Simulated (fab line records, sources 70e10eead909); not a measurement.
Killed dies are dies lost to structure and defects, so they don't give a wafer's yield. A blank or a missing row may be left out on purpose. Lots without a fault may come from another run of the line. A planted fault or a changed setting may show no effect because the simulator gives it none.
Chamber matching | flow nand_harc | NHARC_P_CONTACT_ALD_22 on ald_metal-04: 4 sister chambers
The step deposits TiN, target thk 3 nm, pulse time 1 s, ald cycles 150. 8 wafers are shown with their chamber, then 9 later ones without.

WAFERS WITH THEIR CHAMBER
wafer  | chamber | heater_power_outer_w (W) | heater_power_w (W)
L083.2 | 2       | 722                      | 1138
L083.5 | 1       | 740                      | 1083
L086.1 | 3       | 838                      | 1275
L086.2 | 2       | 708                      | 1158
L086.4 | 1       | 741                      | 1103
L085.1 | 3       | 817                      | 1264
L085.3 | 0       | 679                      | 1099
L085.6 | 0       | 670                      | 1082

WAFERS WITHOUT THEIR CHAMBER
wafer  | heater_power_outer_w (W) | heater_power_w (W)
L089.1 | 822                      | 1271
L089.4 | 747                      | 1052
L089.5 | 720                      | 1132
L092.2 | 686                      | 1133
L092.3 | 739                      | 1074
L092.6 | 734                      | 1072
L095.2 | 709                      | 1177
L095.5 | 742                      | 1233
L095.6 | 791                      | 1200

WHICH CHAMBER EACH WENT THROUGH
wafer  | from the rows above     | in truth
L089.1 | 3                       | 3
L089.4 | 1                       | 1
L089.5 | 2                       | 2
L092.2 | can't be placed: 2 or 0 | 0
L092.3 | 1                       | 1
L092.6 | 1                       | 1
L095.2 | 2                       | 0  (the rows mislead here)
L095.5 | 2                       | 2
L095.6 | 3                       | 3
Placed correctly: 7 of 9. Can't be placed from these rows: 1 (the true chamber is among the candidates in 1). Placed wrongly: 1.
How it was worked out, from the rows above alone: a wafer's distance from a chamber is the root of the sum, over the readings, of the square of ((its reading less the chamber's mean) divided by the reading's scatter). The wafer belongs to the nearest chamber; if the next one is less than 2 further off, it can't be placed. A chamber's mean is the mean of its shown wafers. The scatter: the root of (the sum of the squares of (reading less its chamber's mean) over the shown wafers, divided by (wafers less chambers)).
